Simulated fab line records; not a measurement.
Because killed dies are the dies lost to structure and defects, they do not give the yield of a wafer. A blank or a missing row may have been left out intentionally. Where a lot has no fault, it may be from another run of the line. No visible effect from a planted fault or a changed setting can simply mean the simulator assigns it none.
Which of the tools did it?    flow n5Finfet    72 wafers from 24 lots sampled at 5 of the route's 1938 steps

== WHAT THE GAUGES READ, wafer by wafer ==
N5_BEOL_M3_RS_MEAS_58: measurement is done with a four-point probe.
lot   measured      on            M3_RS (ohm/sq)
L075  day 9 04:41   filmMetro-02  0.698 0.686 0.653
L076  day 10 01:25  filmMetro-02  0.664 0.636 0.656
L074  day 9 23:05   filmMetro-01  0.699 0.710 0.661
L077  day 10 12:07  filmMetro-01  0.677 0.593 0.632
L078  day 10 20:15  filmMetro-02  0.630 0.656 0.620
L083  day 11 09:40  filmMetro-02  0.701 0.658 0.662
L079  day 11 12:59  filmMetro-01  0.663 0.682 0.664
L081  day 11 20:13  filmMetro-01  0.635 0.607 0.622
L084  day 12 03:58  filmMetro-01  0.633 0.629 0.645
L085  day 12 07:19  filmMetro-01  0.631 0.634 0.649
L082  day 12 09:30  filmMetro-02  0.672 0.687 0.651
L080  day 12 11:55  filmMetro-02  0.697 0.662 0.635
L087  day 12 18:23  filmMetro-02  0.662 0.624 0.619
L086  day 13 07:41  filmMetro-01  0.638 0.668 0.659
L089  day 13 09:35  filmMetro-02  0.716 0.665 0.625
L088  day 13 10:56  filmMetro-01  0.705 0.654 0.630
L093  day 13 12:04  filmMetro-02  0.699 0.711 0.662
L090  day 13 15:15  filmMetro-02  0.676 0.660 0.652
L092  day 13 20:29  filmMetro-01  0.680 0.696 0.667
L091  day 14 01:28  filmMetro-01  0.635 0.714 0.652
L094  day 14 08:12  filmMetro-01  0.656 0.661 0.673
L095  day 14 12:28  filmMetro-01  0.712 0.675 0.673
L097  day 14 14:18  filmMetro-01  0.627 0.654 0.612
L096  day 14 17:59  filmMetro-02  0.662 0.605 0.625

N5_BEOL_M3_INSPECT_59: inspects for defects (darkfield).
lot   measured      on                rawDefectCount
L075  day 9 04:43   defectInspect-01  102 87 68
L076  day 10 01:26  defectInspect-02  49 70 37
L074  day 9 23:06   defectInspect-02  97 134 117
L077  day 10 12:08  defectInspect-01  79 100 41
L078  day 10 20:17  defectInspect-01  58 57 63
L083  day 11 09:41  defectInspect-02  103 63 84
L079  day 11 13:01  defectInspect-01  83 53 57
L081  day 11 20:14  defectInspect-02  54 58 58
L084  day 12 03:59  defectInspect-02  130 68 65
L085  day 12 07:20  defectInspect-01  77 66 64
L082  day 12 09:32  defectInspect-02  87 62 54
L080  day 12 11:57  defectInspect-02  38 53 37
L087  day 12 18:24  defectInspect-02  104 53 80
L086  day 13 07:43  defectInspect-01  168 117 90
L089  day 13 09:37  defectInspect-02  32 44 48
L088  day 13 10:58  defectInspect-01  72 63 60
L093  day 13 12:05  defectInspect-02  94 85 95
L090  day 13 15:16  defectInspect-02  65 43 45
L092  day 13 20:31  defectInspect-01  53 59 84
L091  day 14 01:29  defectInspect-02  119 90 92
L094  day 14 08:14  defectInspect-02  111 71 51
L095  day 14 12:29  defectInspect-02  54 77 74
L097  day 14 14:20  defectInspect-02  66 60 38
L096  day 14 18:01  defectInspect-01  51 67 45

== TOOL THAT RAN EACH LOT (tool first, then ch and the chambers of the sampled wafers, then the start) ==
lot   N5_BEOL_M3_TRENCH_ETCH_37                     N5_BEOL_M3_SPUTTER_79        N5_BEOL_M3_ANNEAL_51
L075  rieDiel-02 ch 0,1,2, day 9 02:06 or earlier   pvdSputter-02, day 9 02:06   rtpAnneal-02 ch 0, day 9 03:50
L076  rieDiel-02 ch 1,2,3, day 9 18:01 or earlier   pvdSputter-01, day 9 18:01   rtpAnneal-01 ch 0, day 10 00:32
L074  rieDiel-06 ch 0,1,2, day 9 20:29 or earlier   pvdSputter-02, day 9 20:29   rtpAnneal-01 ch 0, day 9 22:13
L077  rieDiel-06 ch 0,3, day 10 09:30 or earlier    pvdSputter-01, day 10 09:30  rtpAnneal-02 ch 0, day 10 11:17
L078  rieDiel-02 ch 0,1,3, day 10 17:40 or earlier  pvdSputter-02, day 10 17:40  rtpAnneal-02 ch 0, day 10 19:27
L083  rieDiel-02 ch 0,2,3, day 11 07:05 or earlier  pvdSputter-03, day 11 07:05  rtpAnneal-01 ch 0, day 11 08:49
L079  rieDiel-02 ch 0,1,2, day 11 10:24 or earlier  pvdSputter-03, day 11 10:24  rtpAnneal-01 ch 0, day 11 12:08
L081  rieDiel-02 ch 0,2,3, day 11 17:37 or earlier  pvdSputter-03, day 11 17:37  rtpAnneal-01 ch 0, day 11 19:29
L084  rieDiel-02 ch 1,2, day 12 01:11 or earlier    pvdSputter-01, day 12 01:11  rtpAnneal-02 ch 0, day 12 03:00
L085  rieDiel-02 ch 0,2,3, day 12 04:43 or earlier  pvdSputter-01, day 12 04:43  rtpAnneal-02 ch 0, day 12 06:35
L082  rieDiel-06 ch 2,3, day 12 06:33 or earlier    pvdSputter-01, day 12 06:33  rtpAnneal-01 ch 0, day 12 08:20
L080  rieDiel-06 ch 1,2, day 12 09:11 or earlier    pvdSputter-03, day 12 09:11  rtpAnneal-02 ch 0, day 12 10:57
L087  rieDiel-05 ch 0,2,3, day 12 15:43 or earlier  pvdSputter-01, day 12 15:43  rtpAnneal-01 ch 0, day 12 17:29
L086  rieDiel-06 ch 0,2, day 13 05:05 or earlier    pvdSputter-01, day 13 05:05  rtpAnneal-02 ch 0, day 13 06:54
L089  rieDiel-06 ch 0,3, day 13 06:55 or earlier    pvdSputter-01, day 13 06:55  rtpAnneal-01 ch 0, day 13 08:47
L088  rieDiel-05 ch 0,2,3, day 13 08:21 or earlier  pvdSputter-02, day 13 08:21  rtpAnneal-01 ch 0, day 13 10:10
L093  rieDiel-02 ch 1,2,3, day 13 09:29 or earlier  pvdSputter-03, day 13 09:29  rtpAnneal-02 ch 0, day 13 11:13
L090  rieDiel-05 ch 0,2, day 13 12:40 or earlier    pvdSputter-03, day 13 12:40  rtpAnneal-02 ch 0, day 13 14:24
L092  rieDiel-05 ch 0,1, day 13 17:54 or earlier    pvdSputter-01, day 13 17:54  rtpAnneal-02 ch 0, day 13 19:44
L091  rieDiel-06 ch 1,3, day 13 22:43 or earlier    pvdSputter-01, day 13 22:43  rtpAnneal-02 ch 0, day 14 00:37
L094  rieDiel-02 ch 1,2,3, day 14 05:37 or earlier  pvdSputter-01, day 14 05:37  rtpAnneal-02 ch 0, day 14 07:24
L095  rieDiel-02 ch 1,2,3, day 14 09:53 or earlier  pvdSputter-03, day 14 09:53  rtpAnneal-02 ch 0, day 14 11:40
L097  rieDiel-05 ch 0,1,3, day 14 11:43 or earlier  pvdSputter-03, day 14 11:43  rtpAnneal-02 ch 0, day 14 13:30
L096  rieDiel-06 ch 0,1, day 14 15:23 or earlier    pvdSputter-02, day 14 15:23  rtpAnneal-01 ch 0, day 14 17:08
- N5_BEOL_M3_TRENCH_ETCH_37: etches SiOC in C4F6/O2, target depth 55.555 nm, time 29.2 s.
- N5_BEOL_M3_SPUTTER_79: material Cu, target thk 4.5 nm, time 8.29 s.
- N5_BEOL_M3_ANNEAL_51: time 90 s.

== WHAT THE TOOLS THEMSELVES READ (means of the sampled wafers that have a number; where no wafer has one, the mark that the record gives instead) ==
N5_BEOL_M3_TRENCH_ETCH_37.
lot   tool        drypumpMotorCurrentA (A)  oesProductAu (a.u.)  rfVppV (V)  showerheadPlenumPTorr (Torr)  throttleValvePct (%)
L075  rieDiel-02  5.7                       0.82                 674         2.95                          20.65
L076  rieDiel-02  5.7                       0.83                 667         2.84                          20.70
L074  rieDiel-06  5.9                       0.77                 661         2.74                          20.92
L077  rieDiel-06  5.8                       0.70                 667         2.79                          21.30
L078  rieDiel-02  5.3                       0.82                 666         2.83                          20.74
L083  rieDiel-02  5.5                       0.76                 671         2.85                          20.68
L079  rieDiel-02  5.7                       0.79                 674         2.94                          20.66
L081  rieDiel-02  5.4                       0.76                 671         2.85                          20.68
L084  rieDiel-02  6.0                       0.80                 674         2.94                          20.63
L085  rieDiel-02  5.4                       0.75                 670         2.85                          20.69
L082  rieDiel-06  5.9                       0.66                 665         2.74                          21.00
L080  rieDiel-06  5.8                       0.81                 657         2.75                          20.88
L087  rieDiel-05  5.6                       0.87                 668         2.81                          21.09
L086  rieDiel-06  6.0                       0.68                 663         2.70                          20.92
L089  rieDiel-06  5.8                       0.68                 667         2.78                          21.31
L088  rieDiel-05  5.6                       0.87                 667         2.81                          21.10
L093  rieDiel-02  5.7                       0.80                 667         2.83                          20.73
L090  rieDiel-05  5.7                       0.86                 671         2.78                          21.09
L092  rieDiel-05  5.5                       0.78                 663         2.81                          20.80
L091  rieDiel-06  5.6                       0.80                 660         2.79                          21.10
L094  rieDiel-02  5.7                       0.79                 666         2.83                          20.73
L095  rieDiel-02  5.7                       0.79                 666         2.83                          20.74
L097  rieDiel-05  5.7                       0.85                 668         2.84                          20.89
L096  rieDiel-06  5.8                       0.75                 661         2.72                          21.06

N5_BEOL_M3_SPUTTER_79.
lot   tool           substrateTempC (C)  throttleValvePct (%)
L075  pvdSputter-02  -19.98              30.8
L076  pvdSputter-01  -19.95              30.5
L074  pvdSputter-02  -20.05              30.2
L077  pvdSputter-01  -20.02              31.2
L078  pvdSputter-02  -19.98              30.1
L083  pvdSputter-03  -20.00              30.2
L079  pvdSputter-03  -20.03              30.4
L081  pvdSputter-03  -20.01              29.9
L084  pvdSputter-01  -20.03              30.4
L085  pvdSputter-01  -20.04              31.3
L082  pvdSputter-01  -20.05              31.4
L080  pvdSputter-03  -20.06              30.3
L087  pvdSputter-01  -20.08              29.9
L086  pvdSputter-01  -20.06              30.6
L089  pvdSputter-01  -20.02              31.3
L088  pvdSputter-02  -19.91              30.5
L093  pvdSputter-03  -20.04              30.0
L090  pvdSputter-03  -19.95              29.8
L092  pvdSputter-01  -19.93              29.8
L091  pvdSputter-01  -19.95              30.6
L094  pvdSputter-01  -20.07              31.3
L095  pvdSputter-03  -19.90              30.1
L097  pvdSputter-03  -20.06              30.3
L096  pvdSputter-02  -20.01              30.7

N5_BEOL_M3_ANNEAL_51.
lot   tool          wafer_temp_C_max
L075  rtpAnneal-02  226.4
L076  rtpAnneal-01  226.1
L074  rtpAnneal-01  226.2
L077  rtpAnneal-02  226.8
L078  rtpAnneal-02  226.6
L083  rtpAnneal-01  226.1
L079  rtpAnneal-01  226.2
L081  rtpAnneal-01  226.1
L084  rtpAnneal-02  226.9
L085  rtpAnneal-02  226.4
L082  rtpAnneal-01  226.1
L080  rtpAnneal-02  226.6
L087  rtpAnneal-01  226.3
L086  rtpAnneal-02  226.5
L089  rtpAnneal-01  226.3
L088  rtpAnneal-01  226.2
L093  rtpAnneal-02  227.2
L090  rtpAnneal-02  227.3
L092  rtpAnneal-02  226.7
L091  rtpAnneal-02  226.6
L094  rtpAnneal-02  226.4
L095  rtpAnneal-02  226.3
L097  rtpAnneal-02  226.6
L096  rtpAnneal-01  226.3

== THE ANSWER, worked out from the rows above alone ==
Rule: the lots themselves supply what counts as usual. Put in order of their means at a reading, lots are off if they are a third of the lots or fewer, leave a main group of 4 or more, and stand apart from it by a gap of 3 or more times the standard deviation of the main group's means; of several such gaps the widest counts. The tables above print the reading to a certain number of digits; a main group whose means all agree to those digits is not used. A lot without any number at a reading at which 4 lots or more have one is off too. Any other lot the step has rows for is counted as sound. First the gauges in route order, then the tools' own readings, where a lot's mean is used as printed above. The first step at which some lot is off is used, and at that step the reading that is off furthest; a lot without a number counts as furthest.
None of the lots is off at any reading shown; this tells nothing.

== WHAT WAS PUT IN BY THE SIMULATOR ==
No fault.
